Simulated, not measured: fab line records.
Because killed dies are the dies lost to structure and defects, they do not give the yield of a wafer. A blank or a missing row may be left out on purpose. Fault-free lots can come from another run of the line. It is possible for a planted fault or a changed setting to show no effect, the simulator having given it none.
Matching of chambers    flow nand harc    rie diel-01 running NHARC_A_CONTACT_ETCH_31: 4 sister chambers
The step etches the open film in O2/COS, target depth 2000 nm, time 520 s. 4 wafers are shown with their chamber, then 8 later ones without.

== WAFERS PAIRED WITH THEIR CHAMBERS ==
wafer   chamber  showerhead plenum p Torr (Torr)
L357.1  2        2.94
L365.2  3        3.24
L365.3  1        3.22
L365.4  0        3.18

== WAFERS WITHOUT THEIR CHAMBER ==
wafer   showerhead plenum p Torr (Torr)
L364.3  2.93
L364.4  3.18
L364.6  3.22
L362.1  2.93
L362.2  3.22
L362.4  3.24
L367.3  3.18
L367.4  3.24

== THE CHAMBER EACH PASSED THROUGH ==
wafer   from the rows above  in truth
L364.3  2                    2
L364.4  0                    0
L364.6  1                    1
L362.1  2                    2
L362.2  1                    1
L362.4  3                    3
L367.3  0                    0
L367.4  3                    3
8 of 8 placed correctly. From these rows, 0 cannot be placed. 0 placed wrongly.
How it was worked out, from the rows above alone: a wafer's distance from a chamber is the root of the sum, over the readings, of the square of ((its reading less the chamber's mean) divided by the reading's scatter). The wafer belongs to the nearest chamber; if the next one is less than 2 further off, it can't be placed. For every chamber, the mean is computed from those of its wafers that are shown. The scatter: root of mean squared gap, hidden wafer to nearest shown wafer, with one shown wafer a chamber.
